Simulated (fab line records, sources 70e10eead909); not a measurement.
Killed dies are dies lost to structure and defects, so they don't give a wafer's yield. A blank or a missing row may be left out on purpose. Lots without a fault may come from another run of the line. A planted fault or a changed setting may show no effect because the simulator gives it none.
Which tool did it? | flow nand_harc | 12 lots, 36 wafers sampled, at 5 steps of a route of 1302

WHAT THE GAUGES READ, wafer by wafer
NHARC_A_BLC_INSPECT_28.
lot  | measured     | on                | raw_defect_count
L387 | day 22 13:01 | defect_inspect-02 | 378 363 665
L390 | day 23 23:00 | defect_inspect-01 | 411 584 487
L391 | day 24 15:50 | defect_inspect-02 | 809 704 661
L396 | day 26 21:32 | defect_inspect-01 | 410 533 616
L397 | day 27 07:16 | defect_inspect-01 | 496 412 391
L398 | day 27 20:38 | defect_inspect-01 | 796 562 634
L403 | day 29 09:05 | defect_inspect-01 | 512 745 426
L405 | day 30 00:50 | defect_inspect-02 | 478 475 350
L406 | day 30 21:11 | defect_inspect-02 | 440 427 568
L407 | day 30 22:26 | defect_inspect-01 | 505 582 533
L409 | day 31 09:57 | defect_inspect-01 | 807 599 552
L410 | day 33 13:03 | defect_inspect-02 | 402 556 540

NHARC_END_SORT_01.
lot  | measured     | on        | killed_at_array | killed_at_other | killed_at_periphery | killed_dies | killed_open | killed_short
L396 | day 28 15:52 | prober-01 | 36 670 673      | 1 0 1           | 3 7 3               | 40 677 677  | 2 3 1       | 4 2 1
L397 | day 29 03:04 | prober-02 | 674 49 672      | 0 1 0           | 3 5 5               | 677 55 677  | 4 5 2       | 1 2 2

WHICH TOOL RAN EACH LOT (tool, then ch and the chambers of the sampled wafers, then the start)
lot  | NHARC_A_CONTACT_CVD_19                   | NHARC_A_BLC_STRIP_29               | NHARC_A_BLC_ALD_23
L387 | cvd_w-02 ch 0,1, day 22 11:04 or earlier | rie_diel-02 ch 2,3, day 22 11:04   | ald_metal-03 ch 0,3, day 22 11:54
L390 | cvd_w-02 ch 0, day 23 18:12              | rie_diel-02 ch 0,3, day 23 21:06   | ald_metal-04 ch 0,2, day 23 21:53
L391 | cvd_w-01 ch 0,1, day 24 13:56 or earlier | rie_diel-07 ch 0,1,3, day 24 13:56 | ald_metal-01 ch 0,1,3, day 24 14:42
L396 | cvd_w-01 ch 0, day 26 19:38 or earlier   | rie_diel-02 ch 1,2, day 26 19:38   | ald_metal-04 ch 1,2, day 26 20:25
L397 | cvd_w-01 ch 0,1, day 27 05:23 or earlier | rie_diel-01 ch 2,3, day 27 05:23   | ald_metal-04 ch 0,2,3, day 27 06:11
L398 | cvd_w-01 ch 0, day 27 18:19 or earlier   | rie_diel-01 ch 0,2,3, day 27 18:19 | ald_metal-01 ch 0,2, day 27 19:04
L403 | cvd_w-01 ch 0,1, day 29 07:10 or earlier | rie_diel-01 ch 1,2, day 29 07:10   | ald_metal-03 ch 0,2,3, day 29 07:59
L405 | cvd_w-01 ch 0,1, day 29 22:57 or earlier | rie_diel-02 ch 0,1,3, day 29 22:57 | ald_metal-04 ch 1,3, day 29 23:43
L406 | cvd_w-01 ch 1, day 30 18:48 or earlier   | rie_diel-01 ch 0,3, day 30 18:48   | ald_metal-04 ch 1,2,3, day 30 19:38
L407 | cvd_w-01 ch 0,1, day 30 20:33 or earlier | rie_diel-02 ch 0,2,3, day 30 20:33 | ald_metal-03 ch 1,2, day 30 21:19
L409 | cvd_w-02 ch 0,1, day 31 08:01 or earlier | rie_diel-01 ch 0,2,3, day 31 08:01 | ald_metal-03 ch 0,2,3, day 31 08:48
L410 | cvd_w-01 ch 0,1, day 33 11:08 or earlier | rie_diel-02 ch 0,2,3, day 33 11:08 | ald_metal-03 ch 0,2,3, day 33 11:56
- NHARC_A_CONTACT_CVD_19: deposits W, target thk 300 nm, time 802 s.
- NHARC_A_BLC_STRIP_29: strips in CF4.
- NHARC_A_BLC_ALD_23: deposits TiN, target thk 3 nm, pulse time 1 s, ald cycles 150.

WHAT THE TOOLS THEMSELVES READ (means of the sampled wafers that have a number; where no wafer has one, the mark that the record gives instead)
NHARC_A_CONTACT_CVD_19.
lot  | tool     | heater_power_outer_w (W) | heater_power_w (W) | mfc_h2_sccm (sccm) | throttle_valve_pct (%)
L387 | cvd_w-02 | 265                      | 479                | 1597               | 7.83
L390 | cvd_w-02 | 264                      | 458                | 1608               | 7.73
L391 | cvd_w-01 | 249                      | 454                | 1601               | 7.80
L396 | cvd_w-01 | 247                      | 464                | 1603               | 8.03
L397 | cvd_w-01 | 253                      | 450                | 1602               | 7.81
L398 | cvd_w-01 | 243                      | 458                | 1600               | 7.87
L403 | cvd_w-01 | 250                      | 440                | 1602               | 7.79
L405 | cvd_w-01 | 255                      | 452                | 1594               | 7.84
L406 | cvd_w-01 | 260                      | 430                | 1600               | 7.72
L407 | cvd_w-01 | 256                      | 441                | 1600               | 7.79
L409 | cvd_w-02 | 267                      | 483                | 1597               | 7.60
L410 | cvd_w-01 | 235                      | 419                | 1602               | 7.75

NHARC_A_BLC_STRIP_29.
lot  | tool        | chamber_pressure_mTorr (mTorr) | drypump_motor_current_A (A) | oes_product_au (a.u.) | rf_vpp_V (V) | showerhead_plenum_p_Torr (Torr) | throttle_valve_pct (%)
L387 | rie_diel-02 | 50.00                          | 5.6                         | 0.999                 | 59.9         | 1.84                            | 13.277
L390 | rie_diel-02 | 49.97                          | 5.3                         | 0.984                 | 59.6         | 1.76                            | 13.285
L391 | rie_diel-07 | 50.00                          | 5.7                         | 0.997                 | 59.1         | 1.70                            | 13.284
L396 | rie_diel-02 | 50.04                          | 5.7                         | 1.013                 | 59.0         | 1.77                            | 13.287
L397 | rie_diel-01 | 49.99                          | 5.3                         | 1.006                 | 60.2         | 1.74                            | 13.285
L398 | rie_diel-01 | 49.97                          | 5.6                         | 0.993                 | 58.7         | 1.75                            | 13.286
L403 | rie_diel-01 | 49.98                          | 5.4                         | 0.993                 | 58.9         | 1.74                            | 13.287
L405 | rie_diel-02 | 50.01                          | 5.6                         | 1.001                 | 59.0         | 1.74                            | 13.286
L406 | rie_diel-01 | 50.01                          | 5.6                         | 1.001                 | 60.3         | 1.81                            | 13.290
L407 | rie_diel-02 | 50.00                          | 5.5                         | 1.006                 | 59.5         | 1.80                            | 13.278
L409 | rie_diel-01 | 49.97                          | 5.7                         | 1.000                 | 59.0         | 1.75                            | 13.287
L410 | rie_diel-02 | 49.97                          | 5.5                         | 0.996                 | 60.1         | 1.80                            | 13.281

NHARC_A_BLC_ALD_23.
lot  | tool         | heater_power_outer_w (W) | heater_power_w (W) | precursor_pulse_height_rel
L387 | ald_metal-03 | 684                      | 1050               | 1.007
L390 | ald_metal-04 | 665                      | 1041               | 0.993
L391 | ald_metal-01 | 726                      | 1152               | 0.993
L396 | ald_metal-04 | 720                      | 1124               | 0.999
L397 | ald_metal-04 | 655                      | 1011               | 1.003
L398 | ald_metal-01 | 765                      | 1139               | 1.027
L403 | ald_metal-03 | 722                      | 1061               | 1.005
L405 | ald_metal-04 | 713                      | 1105               | 0.975
L406 | ald_metal-04 | 666                      | 1009               | 0.995
L407 | ald_metal-03 | 719                      | 1088               | 0.992
L409 | ald_metal-03 | 721                      | 1092               | 0.986
L410 | ald_metal-03 | 718                      | 1073               | 0.986

THE ANSWER, worked out from the rows above alone
Rule: what is usual is taken from the lots themselves. Put in order of their means at a reading, lots are off if they are a third of the lots or fewer, leave a main group of 4 or more, and stand apart from it by a gap of 3 or more times the standard deviation of the main group's means; of several such gaps the widest counts. A main group whose means are all the same, to the digits that the tables above print for the reading, isn't used. A lot without any number at a reading at which 4 lots or more have one is off too. The other lots that the step has rows for count as sound. The gauges are gone through in route order, then the tools' own readings, and for those a lot's mean is taken as printed above. The first step at which some lot is off is used, and at that step the reading that is off furthest; a lot without a number counts as furthest.
No lot is off at any reading shown: from this, nothing can be told.

WHAT THE SIMULATOR HAD PUT IN
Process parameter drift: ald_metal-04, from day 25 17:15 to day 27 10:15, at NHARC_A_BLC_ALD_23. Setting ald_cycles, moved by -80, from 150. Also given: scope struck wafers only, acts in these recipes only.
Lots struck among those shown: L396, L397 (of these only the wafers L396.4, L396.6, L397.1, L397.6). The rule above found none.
